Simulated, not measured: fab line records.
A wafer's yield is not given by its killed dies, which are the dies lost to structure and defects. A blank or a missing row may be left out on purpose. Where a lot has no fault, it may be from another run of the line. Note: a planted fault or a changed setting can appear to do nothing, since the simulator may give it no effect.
3 desks looking at one fault + flow n5-finfet + each desk holds nothing but its own numbers, with what lay behind them at the end

== AT THE TOOL OWNER'S DESK: rie-diel-01 ==
The tool's own readings at N5_BEOL_M11_ETCH_41 (etches SiCN in CH3F/O2, target depth 42.6 nm, time 86 s): means of the sampled wafers that have a number, for each lot that ran on this tool. Any lot whose mean is over 4 standard deviations away from the usual mean is out of limits and marked OUT; that distance is given in the brackets.
Columns: A = chamber-pressure-mTorr at N5_BEOL_M11_ETCH_41, usual 29.999 mTorr; B = drypump-motor-current-A at N5_BEOL_M11_ETCH_41, usual 5.7 A; C = oes-product-au at N5_BEOL_M11_ETCH_41, usual 0.79 a.u.; D = rf-vpp-V at N5_BEOL_M11_ETCH_41, usual 297.1 V; E = showerhead-plenum-p-Torr at N5_BEOL_M11_ETCH_41, usual 1.99 Torr; F = throttle-valve-pct at N5_BEOL_M11_ETCH_41, usual 16.22 %
| lot  | first seen here | A      | B   | C    | D     | E    | F     |
|------|-----------------|--------|-----|------|-------|------|-------|
| L121 | day 10 05:13    | 30.000 | 5.5 | 0.86 | 298.2 | 2.03 | 16.32 |
| L128 | day 12 01:05    | 30.014 | 5.1 | 0.71 | 297.0 | 1.95 | 16.38 |
| L130 | day 12 14:52    | 29.985 | 5.4 | 0.76 | 297.3 | 1.98 | 16.37 |
This desk's verdict: no lot among the 3 shows anything out of limits.

== THE DEFECT DESK ==
Lot by lot, what the route's inspections counted, given as the mean of those sampled wafers with a number. Any lot whose mean is over 4 standard deviations away from the usual mean is out of limits and marked OUT; that distance is given in the brackets.
Columns: A = raw-defect-count at N5_BEOL_M11_INSPECT_30, usual 434
| lot  | first seen here | A   |
|------|-----------------|-----|
| L119 | day 9 21:41     | 477 |
| L121 | day 10 04:50    | 445 |
| L128 | day 12 00:37    | 508 |
| L130 | day 12 13:59    | 484 |
| L135 | day 13 11:59    | 404 |
| L139 | day 14 10:16    | 409 |
This desk's verdict: no lot among the 6 shows anything out of limits.

== THE METROLOGY DESK ==
Means of the sampled wafers that have a number, per lot and without regard to the tool the lot ran on: this is what the gauges read. Any lot whose mean is over 4 standard deviations away from the usual mean is out of limits and marked OUT; that distance is given in the brackets.
Columns: A = cd-nm at N5_BEOL_M11_CD_MEAS_28, usual 69.9 nm; B = V10_OVL at N5_BEOL_M11_OVL_MEAS_29, usual -0.4 nm
| lot  | first seen here | A    | B    |
|------|-----------------|------|------|
| L119 | day 9 21:37     | 70.6 | 0.9  |
| L121 | day 10 04:47    | 70.7 | -0.6 |
| L128 | day 12 00:34    | 69.4 | -1.5 |
| L130 | day 12 13:56    | 71.1 | -1.0 |
| L135 | day 13 11:56    | 68.9 | -0.7 |
| L139 | day 14 10:13    | 71.0 | -0.2 |
This desk's verdict: no lot among the 6 shows anything out of limits.

== TAKEN TOGETHER ==
The tool owner's desk saw nothing out of limits.
Nothing out of limits was seen by the defect desk.
The metrology desk saw nothing out of limits.

== WHAT THE SIMULATOR PUT IN ==
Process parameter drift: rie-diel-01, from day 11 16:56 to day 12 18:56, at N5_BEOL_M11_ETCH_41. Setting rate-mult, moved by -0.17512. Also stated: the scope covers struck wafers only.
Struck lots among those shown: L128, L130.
